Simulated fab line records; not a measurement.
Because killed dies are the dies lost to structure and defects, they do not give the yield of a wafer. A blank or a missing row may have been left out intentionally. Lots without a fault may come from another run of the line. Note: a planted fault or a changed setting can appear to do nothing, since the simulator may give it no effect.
Which of the tools did it?	flow n5 finfet	24 lots, 72 wafers sampled, at 6 steps of a route of 1938

WHAT THE GAUGES READ, wafer by wafer
The record lacks any reading of a measuring or inspecting step that a usual standard deviation could be used to judge.

TOOL THAT RAN EACH LOT (tool first, then ch and the chambers of the sampled wafers, then the start)
lot	N5_BEOL_M3_STRIP_66	N5_BEOL_M3_ETCH_77	N5_BEOL_M3_ANNEAL_80	N5_BEOL_M3_ANNEAL_82	N5_BEOL_M3_ANNEAL_95	N5_BEOL_M3_CMP_52
L074	rie diel-01 ch 0,2,3, day 6 22:35	rie diel-05 ch 1,2, day 6 23:34	pvd sputter-01, day 7 07:29	pvd sputter-01, day 7 07:43	pvd sputter-01, day 7 08:49	cmp-02 ch 0,1, day 7 09:47
L075	rie diel-03 ch 0,1,2, day 7 14:22	rie diel-01 ch 0,1,3, day 7 15:23	pvd sputter-01, day 8 00:28	pvd sputter-01, day 8 00:41	pvd sputter-01, day 8 01:47	cmp-01 ch 1,2,3, day 8 02:41
L077	rie diel-01 ch 0,1, day 7 22:40	rie diel-05 ch 0,1,2, day 8 02:41	pvd sputter-01, day 8 09:05	pvd sputter-01, day 8 09:19	pvd sputter-01, day 8 10:25	cmp-04 ch 0,1,3, day 8 11:05
L076	rie diel-03 ch 0,2,3, day 8 02:12	rie diel-01 ch 0,1,2, day 8 03:02	pvd sputter-02, day 8 09:34	pvd sputter-02, day 8 09:47	pvd sputter-02, day 8 10:53	cmp-04 ch 0,3, day 8 11:50
L078	rie diel-05 ch 0,2, day 8 03:14	rie diel-05 ch 0,1,2, day 8 03:59	pvd sputter-01, day 8 11:29	pvd sputter-01, day 8 11:43	pvd sputter-01, day 8 12:49	cmp-01 ch 0,2,3, day 8 13:34
L079	rie diel-05 ch 2,3, day 8 07:43	rie diel-01 ch 0,1,3, day 8 08:32	pvd sputter-02, day 8 11:58	pvd sputter-02, day 8 12:11	pvd sputter-02, day 8 13:17	cmp-04 ch 0,1,2, day 8 14:34
L081	rie diel-03 ch 1,2,3, day 8 11:56	rie diel-01 ch 1,3, day 8 12:38	pvd sputter-01, day 8 15:22	pvd sputter-01, day 8 15:35	pvd sputter-01, day 8 16:41	cmp-02 ch 0,2,3, day 8 17:23
L080	rie diel-05 ch 0,2, day 8 18:58	rie diel-03 ch 0,1,3, day 8 19:40	pvd sputter-01, day 8 21:41	pvd sputter-01, day 8 21:55	pvd sputter-01, day 8 23:01	cmp-02 ch 0,2,3, day 8 23:43
L082	rie diel-05 ch 0,1, day 9 03:29	rie diel-03 ch 0,2, day 9 04:23	pvd sputter-01, day 9 10:48	pvd sputter-01, day 9 11:01	pvd sputter-01, day 9 12:07	cmp-02 ch 2,3, day 9 12:46
L083	rie diel-01 ch 0,2,3, day 9 09:28	rie diel-01 ch 0,2,3, day 9 10:13	pvd sputter-02, day 9 15:26	pvd sputter-02, day 9 15:39	pvd sputter-02, day 9 16:45	cmp-01 ch 0,2,3, day 9 17:25
L084	rie diel-01 ch 0,1, day 9 15:59	rie diel-03 ch 0,2,3, day 9 17:08	pvd sputter-03, day 10 02:02	pvd sputter-03, day 10 02:16	pvd sputter-03, day 10 03:22	cmp-01 ch 0,1,3, day 10 04:02
L085	rie diel-05 ch 0,1,2, day 10 01:01	rie diel-01 ch 0,2,3, day 10 01:50	pvd sputter-01, day 10 05:31	pvd sputter-01, day 10 05:44	pvd sputter-01, day 10 06:50	cmp-01 ch 0,1,3, day 10 07:30
L086	rie diel-01 ch 2,3, day 10 02:37	rie diel-03 ch 1,2, day 10 03:33	pvd sputter-03, day 10 07:44	pvd sputter-03, day 10 07:58	pvd sputter-03, day 10 09:04	cmp-01 ch 2,3, day 10 09:46
L088	rie diel-01 ch 0,1,3, day 10 10:10	rie diel-01 ch 2,3, day 10 11:00	pvd sputter-01, day 10 16:02	pvd sputter-01, day 10 16:16	pvd sputter-01, day 10 17:22	cmp-02 ch 1,2, day 10 18:16
L087	rie diel-05 ch 0,1, day 10 17:12	rie diel-05 ch 1,2,3, day 10 18:13	pvd sputter-03, day 11 01:02	pvd sputter-03, day 11 01:15	pvd sputter-03, day 11 02:21	cmp-01 ch 1,2,3, day 11 03:22
L089	rie diel-03 ch 0,3, day 10 18:50	rie diel-05 ch 0,1, day 10 19:43	pvd sputter-02, day 11 10:09	pvd sputter-02, day 11 10:22	pvd sputter-02, day 11 11:28	cmp-02 ch 0,2,3, day 11 12:06
L090	rie diel-05 ch 0,1, day 10 23:41	rie diel-01 ch 0,2,3, day 11 00:24	pvd sputter-01, day 11 16:28	pvd sputter-01, day 11 16:41	pvd sputter-01, day 11 17:47	cmp-04 ch 1,2, day 11 20:30
L091	rie diel-05 ch 2,3, day 11 08:16	rie diel-05 ch 0,1,2, day 11 08:58	pvd sputter-03, day 11 17:59	pvd sputter-03, day 11 18:13	pvd sputter-03, day 11 19:19	cmp-04 ch 0,3, day 11 21:14
L092	rie diel-05 ch 0,2,3, day 11 21:20	rie diel-03 ch 1,2,3, day 11 22:10	pvd sputter-02, day 11 23:50	pvd sputter-02, day 12 00:03	pvd sputter-02, day 12 01:09	cmp-01 ch 0,1,3, day 12 01:47
L093	rie diel-01 ch 0,1,2, day 11 21:37	rie diel-05 ch 1,3, day 11 22:31	pvd sputter-01, day 12 00:16	pvd sputter-01, day 12 00:29	pvd sputter-01, day 12 01:35	cmp-04 ch 0,2,3, day 12 02:18
L094	rie diel-03 ch 1,2,3, day 11 23:28	rie diel-05 ch 2,3, day 12 00:37	pvd sputter-03, day 12 09:38	pvd sputter-03, day 12 09:52	pvd sputter-03, day 12 10:58	cmp-04 ch 0,1,3, day 12 11:38
L095	rie diel-05 ch 0,1,2, day 12 03:15	rie diel-01 ch 0,1,3, day 12 04:05	pvd sputter-02, day 12 14:50	pvd sputter-02, day 12 15:04	pvd sputter-02, day 12 16:10	cmp-04 ch 1,2, day 12 16:50
L096	rie diel-05 ch 1,2, day 12 17:19	rie diel-03 ch 1,2,3, day 12 18:10	pvd sputter-03, day 13 01:38	pvd sputter-03, day 13 01:51	pvd sputter-03, day 13 02:57	cmp-04 ch 2,3, day 13 03:35
L097	rie diel-01 ch 1,3, day 12 17:31	rie diel-03 ch 0,1,2, day 12 18:16	pvd sputter-02, day 13 03:19	pvd sputter-02, day 13 03:32	pvd sputter-02, day 13 04:38	cmp-04 ch 0,1,2, day 13 05:35
- N5_BEOL_M3_STRIP_66: strips in CF4.
- N5_BEOL_M3_ETCH_77: etches underlayer in N2/H2, target depth 6.5 nm, time 5.2 s.
- N5_BEOL_M3_ANNEAL_80: time 240 s.
- N5_BEOL_M3_ANNEAL_82: time 240 s.
- N5_BEOL_M3_ANNEAL_95: time 240 s.
- N5_BEOL_M3_CMP_52: polishes, stops on SiOC, t overpolish 6.8 s, target thk 40 nm.

AS READ BY THE TOOLS THEMSELVES (means over the sampled wafers that have a number; for cases with no such wafer, the mark the record gives instead)
N5_BEOL_M3_STRIP_66. Usual: chamber pressure mTorr 50.00 mTorr, standard deviation 0.048; drypump motor current A 5.8 A, standard deviation 0.47; oes product au 0.80 a.u., standard deviation 0.076; rf vpp V 270.8 V, standard deviation 1.3; showerhead plenum p Torr 1.78 Torr, standard deviation 0.041; throttle valve pct 13.47 %, standard deviation 0.25.
lot	tool	chamber pressure mTorr (mTorr)	drypump motor current A (A)	oes product au (a.u.)	rf vpp V (V)	showerhead plenum p Torr (Torr)	throttle valve pct (%)	flag
L074	rie diel-01	50.04	6.0	0.80	270.3	1.76	13.48	
L075	rie diel-03	50.05	5.5	0.76	270.7	1.79	13.77	
L077	rie diel-01	50.00	5.8	0.70	270.7	1.73	13.71	
L076	rie diel-03	50.02	6.1	0.77	271.0	1.79	13.59	
L078	rie diel-05	50.00	6.0	0.84	271.2	1.78	13.23	
L079	rie diel-05	50.02	5.6	0.88	271.1	1.81	13.15	
L081	rie diel-03	49.97	5.4	0.83	271.2	1.78	13.53	
L080	rie diel-05	49.96	6.2	0.80	270.0	1.76	13.46	
L082	rie diel-05	50.02	6.1	0.78	270.8	1.77	13.53	
L083	rie diel-01	49.98	6.0	0.78	270.2	1.75	13.51	
L084	rie diel-01	50.01	5.9	0.72	269.6	1.76	13.70	
L085	rie diel-05	49.94	5.9	0.80	270.5	1.79	13.34	
L086	rie diel-01	49.98	5.9	0.81	270.1	1.74	13.40	
L088	rie diel-01	50.03	6.0	0.71	270.6	1.74	13.68	
L087	rie diel-05	49.98	6.1	0.77	270.0	1.76	13.56	
L089	rie diel-03	49.98	6.5	0.93	270.4	1.78	13.30	
L090	rie diel-05	49.99	5.7	0.78	271.4	1.79	13.43	
L091	rie diel-05	50.02	5.6	0.86	272.0	1.81	13.20	
L092	rie diel-05	49.97	5.9	0.82	269.5	1.78	13.43	
L093	rie diel-01	49.97	5.8	0.84	271.7	1.81	13.44	
L094	rie diel-03	50.02	5.4	0.80	270.5	1.77	13.59	
L095	rie diel-05	50.04	5.8	0.79	271.3	1.78	13.38	
L096	rie diel-05	49.98	5.6	0.81	272.5	1.80	13.18	
L097	rie diel-01	49.98	6.1	0.80	271.2	1.78	13.49	

N5_BEOL_M3_ETCH_77. Usual: for chamber pressure mTorr, 30.00 mTorr with a standard deviation of 0.043; for drypump motor current A, 5.8 A with a standard deviation of 0.51; for etch rf on time s, 5.16 s with a standard deviation of 0.2; for oes product au, 0.69 a.u. with a standard deviation of 0.074; for rf vpp V, 522.9 V with a standard deviation of 2; for showerhead plenum p Torr, 2.51 Torr with a standard deviation of 0.062; for throttle valve pct, 17.79 % with a standard deviation of 0.23.
lot	tool	chamber pressure mTorr (mTorr)	drypump motor current A (A)	etch rf on time s (s)	oes product au (a.u.)	rf vpp V (V)	showerhead plenum p Torr (Torr)	throttle valve pct (%)	flag
L074	rie diel-05	29.96	5.7	5.30	0.74	523.6	2.58	17.46	
L075	rie diel-01	30.00	6.0	5.27	0.63	521.6	2.46	17.86	
L077	rie diel-05	30.00	5.8	5.27	0.70	525.4	2.55	17.68	
L076	rie diel-01	29.99	5.8	5.19	0.65	521.9	2.46	17.78	
L078	rie diel-05	30.01	5.9	5.29	0.71	524.1	2.54	17.66	
L079	rie diel-01	30.00	6.0	5.43	0.61	522.6	2.46	17.85	
L081	rie diel-01	30.00	5.9	5.34	0.59	521.6	2.41	17.89	
L080	rie diel-03	30.00	5.9	5.01	0.72	522.8	2.50	17.85	
L082	rie diel-03	30.03	5.7	5.02	0.62	521.0	2.50	18.04	
L083	rie diel-01	30.01	6.0	5.32	0.66	522.0	2.48	17.75	
L084	rie diel-03	29.99	6.1	5.04	0.66	523.3	2.50	17.87	
L085	rie diel-01	30.03	6.0	5.25	0.67	521.6	2.48	17.76	
L086	rie diel-03	29.94	5.0	5.07	0.66	523.3	2.51	18.07	
L088	rie diel-01	30.02	6.1	5.28	0.66	521.2	2.45	17.75	
L087	rie diel-05	29.97	5.5	5.10	0.74	525.7	2.59	17.64	
L089	rie diel-05	29.97	6.1	5.19	0.66	522.8	2.50	17.90	
L090	rie diel-01	30.01	6.0	5.27	0.66	521.7	2.47	17.78	
L091	rie diel-05	30.00	5.8	5.21	0.69	522.5	2.53	17.70	
L092	rie diel-03	30.01	5.4	4.97	0.71	521.9	2.50	17.94	
L093	rie diel-05	30.02	5.5	4.98	0.75	525.1	2.60	17.83	
L094	rie diel-05	30.03	5.6	5.07	0.74	525.8	2.59	17.68	
L095	rie diel-01	30.02	6.0	5.25	0.68	524.3	2.55	17.75	
L096	rie diel-03	29.99	5.4	4.98	0.69	522.6	2.50	17.97	
L097	rie diel-03	30.01	5.5	5.11	0.71	521.5	2.49	17.90	

N5_BEOL_M3_ANNEAL_80. Usual: heater power w 822 W, standard deviation 77.
lot	tool	heater power w (W)	flag
L074	pvd sputter-01	852	
L075	pvd sputter-01	890	
L077	pvd sputter-01	856	
L076	pvd sputter-02	742	
L078	pvd sputter-01	873	
L079	pvd sputter-02	739	
L081	pvd sputter-01	874	
L080	pvd sputter-01	850	
L082	pvd sputter-01	861	
L083	pvd sputter-02	782	
L084	pvd sputter-03	762	
L085	pvd sputter-01	858	
L086	pvd sputter-03	850	
L088	pvd sputter-01	858	
L087	pvd sputter-03	765	
L089	pvd sputter-02	745	
L090	pvd sputter-01	869	
L091	pvd sputter-03	830	
L092	pvd sputter-02	783	
L093	pvd sputter-01	893	
L094	pvd sputter-03	799	
L095	pvd sputter-02	705	
L096	pvd sputter-03	865	
L097	pvd sputter-02	739	

N5_BEOL_M3_ANNEAL_82. Usual: heater power w 822 W, standard deviation 76.
lot	tool	heater power w (W)	flag
L074	pvd sputter-01	852	
L075	pvd sputter-01	880	
L077	pvd sputter-01	856	
L076	pvd sputter-02	764	
L078	pvd sputter-01	866	
L079	pvd sputter-02	749	
L081	pvd sputter-01	865	
L080	pvd sputter-01	862	
L082	pvd sputter-01	863	
L083	pvd sputter-02	781	
L084	pvd sputter-03	766	
L085	pvd sputter-01	871	
L086	pvd sputter-03	842	
L088	pvd sputter-01	862	
L087	pvd sputter-03	769	
L089	pvd sputter-02	742	
L090	pvd sputter-01	870	
L091	pvd sputter-03	844	
L092	pvd sputter-02	788	
L093	pvd sputter-01	889	
L094	pvd sputter-03	798	
L095	pvd sputter-02	715	
L096	pvd sputter-03	854	
L097	pvd sputter-02	743	

N5_BEOL_M3_ANNEAL_95. Usual: heater power w 822 W, standard deviation 76.
lot	tool	heater power w (W)	flag
L074	pvd sputter-01	858	
L075	pvd sputter-01	873	
L077	pvd sputter-01	852	
L076	pvd sputter-02	759	
L078	pvd sputter-01	870	
L079	pvd sputter-02	741	
L081	pvd sputter-01	879	
L080	pvd sputter-01	866	
L082	pvd sputter-01	868	
L083	pvd sputter-02	791	
L084	pvd sputter-03	765	
L085	pvd sputter-01	866	
L086	pvd sputter-03	834	
L088	pvd sputter-01	866	
L087	pvd sputter-03	769	
L089	pvd sputter-02	737	
L090	pvd sputter-01	864	
L091	pvd sputter-03	829	
L092	pvd sputter-02	798	
L093	pvd sputter-01	869	
L094	pvd sputter-03	803	
L095	pvd sputter-02	711	
L096	pvd sputter-03	864	
L097	pvd sputter-02	740	

N5_BEOL_M3_CMP_52. Usual: barrier field endpoint s 24.7 s, standard deviation 0.57; motor current A 6.0 A, standard deviation 0.4; overpolish run s 6.799 s, standard deviation 0.0093; pad life wafers 1088, standard deviation 650; time to endpoint s 64.0 s, standard deviation 2.8.
lot	tool	barrier field endpoint s (s)	motor current A (A)	overpolish run s (s)	pad life wafers	time to endpoint s (s)	flag
L074	cmp-02	24.7	6.3	6.805	198	63.7	
L075	cmp-01	24.6	5.9	6.805	1027	63.8	
L077	cmp-04	24.1	5.9	6.807	1484	63.2	
L076	cmp-04	24.8	5.7	6.799	1489	63.7	
L078	cmp-01	24.3	5.8	6.800	1113	62.9	
L079	cmp-04	25.1	6.1	6.796	1508	63.0	
L081	cmp-02	24.9	6.2	6.789	494	65.6	
L080	cmp-02	24.7	6.2	6.796	536	64.1	
L082	cmp-02	24.1	6.1	6.797	648	60.0	
L083	cmp-01	24.8	5.9	6.802	1334	64.1	
L084	cmp-01	25.1	6.2	6.801	1454	63.7	
L085	cmp-01	24.3	6.1	6.795	1466	63.1	
L086	cmp-01	24.9	5.5	6.794	1494	64.7	
L088	cmp-02	25.2	6.4	6.795	949	64.7	
L087	cmp-01	25.0	5.8	6.802	1659	65.5	
L089	cmp-02	23.9	6.2	6.802	1100	62.4	
L090	cmp-04	25.1	6.2	6.794	1986	66.4	
L091	cmp-04	25.2	5.8	6.805	1994	65.3	
L092	cmp-01	24.3	5.9	6.791	1825	65.1	
L093	cmp-04	26.0	6.1	6.787	2036	70.6	
L094	cmp-04	24.8	6.0	6.798	2	60.8	
L095	cmp-04	24.4	5.9	6.797	37	63.9	
L096	cmp-04	24.8	6.2	6.794	126	62.1	
L097	cmp-04	25.5	5.7	6.807	152	62.4	

THE ANSWER, worked out from the rows above alone
Rule: a lot counts as off when the mean over its wafers that have a number is more than 3 standard deviations away from the usual mean. Also off: a lot with no number at a reading for which 4 or more lots have one. Any other lot the step has rows for is counted as sound. After the gauges, taken in route order, come the tools' own readings; for these a lot's mean is taken, as printed above. At the first step where some lot is off, the reading lying furthest off is the one used; lots without a number count as furthest.
None of the lots is off at any reading shown; this tells nothing.

WHAT WAS PUT IN BY THE SIMULATOR
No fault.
